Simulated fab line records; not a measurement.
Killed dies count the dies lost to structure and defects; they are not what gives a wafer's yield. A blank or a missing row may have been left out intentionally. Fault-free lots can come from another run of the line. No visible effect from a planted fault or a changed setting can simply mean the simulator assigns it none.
Problem report, 8D (eight disciplines) form, completed by code + flow nandHarc + the parts of the form that need people (team, actions taken, sign-off) are left out

## 1. PROBLEM STATEMENT
rfFwdPowerW at NHARC_A_ONON_D2_DEP_33 reads a mean of 1005 W on 3 wafers of 2 lots; wafers without a fault read 898 W with a standard deviation of 3.1. Measured from the usual mean, that is +35 standard deviations.
The step: deposits SiO2, target thk 200 nm.
Seen first at day 14 21:18 on pecvd-04, wafer L668.3. The record has a number at this step for 42 wafers belonging to 14 lots. Rule for "out" (also "out of limits"): further than 4 standard deviations from the usual mean. Any other wafer with a number is counted as sound.

## 2. WHAT IT IS; WHAT IT IS NOT
| question                    | is                     | is not                                                                                                               |
|-----------------------------|------------------------|----------------------------------------------------------------------------------------------------------------------|
| which readings at this step | rfFwdPowerW            | heaterPowerW, susceptorTempC, throttleValvePct                                                                       |
| which lots                  | L668, L671             | L662, L663, L664, L665, L675, L677, L679, L680, L681, L682, L684, L685                                               |
| which wafers of those lots  | L668.3, L671.3, L671.6 | L668.1, L668.2, L671.4                                                                                               |
| read on which tools         | pecvd-04               | pecvd-02, pecvd-03                                                                                                   |
| when                        | from day 14 21:18      | up to then (14 sound wafers); but 25 sound wafers of L671, L675, L677, L679, L680, L681, L682, L684, L685 came after |

## 3. SUSPECTS, AND WHAT RULES EACH OUT
Counting: if a tool at a process step up to the reading ran every lot that is out, it stays a suspect. Sound lots after the first of them don't rule it out here, since some wafers of a struck lot are sound.
- pecvd-04 at NHARC_A_ONON_D2_DEP_33 (deposits SiO2, target thk 200 nm): kept. Ran every lot that is out, first one L668 (day 14 21:18); last sound lot up to then L664 (day 13 20:08). On those wafers its own readings are out: rfFwdPowerW.
- At NHARC_A_ONON_D2_DEP_33, inside pecvd-04: chamber 2 took the wafers that are out, while their sound lot-mates went through chambers 0, 1.
Left after counting: pecvd-04 at NHARC_A_ONON_D2_DEP_33.

## 4. THE CAUSE (what the simulator had put in)
pecvd-04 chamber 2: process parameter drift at NHARC_A_ONON_D2_DEP_33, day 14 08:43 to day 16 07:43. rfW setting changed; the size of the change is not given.
Counting left only this tool.

## 5. SEQUENCE OF EFFECTS, ordered by route
Each row: a reading where the mean over the struck wafers with a number is more than 3 standard deviations away from the usual. Readings are gone through only where the record gives a usual standard deviation; hours: the median, over the lots, of the time from a lot's start at the first step in this table giving one to that lot's start at this step; sigmas: the change measured in usual standard deviations.
| hours | step                   | reading     | usual | on struck wafers | change | sigmas |
|-------|------------------------|-------------|-------|------------------|--------|--------|
| 0     | NHARC_A_ONON_D2_DEP_33 | rfFwdPowerW | 898 W | 1005             | +107   | +35    |
Here are the process steps it includes:
- NHARC_A_ONON_D2_DEP_33: deposits SiO2, target thk 200 nm.
Later steps that measure or inspect, where all struck wafers having a row at the step show a number for every such reading and not one has moved that far: NHARC_END_SORT_01.

## 6. WHAT WOULD HAVE CAUGHT IT SOONER
First out-of-limits reading in this record: day 14 21:18, which is 13 hours after fault onset at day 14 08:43.
